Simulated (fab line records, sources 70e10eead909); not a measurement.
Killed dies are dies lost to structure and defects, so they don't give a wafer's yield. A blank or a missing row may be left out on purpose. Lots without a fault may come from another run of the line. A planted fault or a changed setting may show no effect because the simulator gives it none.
Problem report in the 8D (eight disciplines) form, filled by code | flow nand_harc | the parts of the form that need people (team, actions taken, sign-off) are left out

1. THE PROBLEM
thk_nm at NHARC_A_ONON_D1_THK_MEAS_27 reads a mean of 1765 nm on 3 wafers of 2 lots; wafers without a fault read 1000 nm with a standard deviation of 10. That is +77 standard deviations from the usual mean.
The step: measures by ellipsometry.
First seen on wafer L547.5, day 9 08:13, on film_metro-02. The record holds 42 wafers of 14 lots with a number at this step. Rule for "out", or "out of limits": more than 4 standard deviations from the usual mean. The other wafers with a number count as sound.

2. WHAT IT IS AND WHAT IT IS NOT
question                    | is                           | is not
which readings at this step | thk_nm                       | -
which lots                  | L547, L550                   | L542, L543, L544, L545, L548, L556, L557, L559, L560, L562, L563, L565
which wafers of those lots  | L547.5, L547.6, L550.5       | L547.3, L550.1, L550.3
read on which gauges        | film_metro-01, film_metro-02 | -
when                        | from day 9 08:13             | up to then (16 sound wafers); but 23 sound wafers of L550, L556, L557, L559, L560, L562, L563, L565 came after

3. SUSPECTS, AND WHAT RULES EACH OUT
Counting: a tool at a process step up to the reading stays a suspect if it ran every lot that is out. Sound lots after the first of them don't rule it out here, since some wafers of a struck lot are sound.
- the gauge at NHARC_A_ONON_D1_THK_MEAS_27: ruled out. The wafers that are out were read on 2 gauges (film_metro-01, film_metro-02).
- pecvd_onon-02 at NHARC_A_ONON_D1_DEP_25 (target thk 1000 nm): kept. It ran every lot that is out, first L547 (day 9 07:49); its last sound lot up to then is L545 (day 8 15:09).
Left after counting: pecvd_onon-02 at NHARC_A_ONON_D1_DEP_25.

4. THE CAUSE (what the simulator had put in)
Process parameter drift: pecvd_onon-02, from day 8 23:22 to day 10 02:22, at NHARC_A_ONON_D1_DEP_25. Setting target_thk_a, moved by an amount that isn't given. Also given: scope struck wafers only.
Counting left only this tool.

5. THE CHAIN OF EFFECTS, in route order
Each row: a reading whose mean over the struck wafers that have a number lies more than 3 standard deviations from the usual. Only readings for which the record gives a usual standard deviation are gone through. hours: the time from each lot's start at the first step in this table that gives one to its start at this step, as a median over the lots. sigmas: the change in usual standard deviations.
hours | step                        | reading         | usual   | on struck wafers | change | sigmas
0     | NHARC_A_ONON_D1_THK_MEAS_27 | thk_nm          | 1000 nm | 1765             | +765   | +77
304   | NHARC_END_SORT_01           | killed_at_array | 29      | 674              | +645   | +77
304   | NHARC_END_SORT_01           | killed_dies     | 33      | 677              | +644   | +72

6. WHAT WOULD HAVE CAUGHT IT SOONER
In this record the first reading out of limits at a measuring or inspecting step was taken at day 9 08:13, 9 hours after the fault began at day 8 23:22.
Of the lots that are out (2), L550 began NHARC_A_ONON_D1_DEP_25 on pecvd_onon-02 after day 9 08:13. A hold on the tool at that time would have spared it.
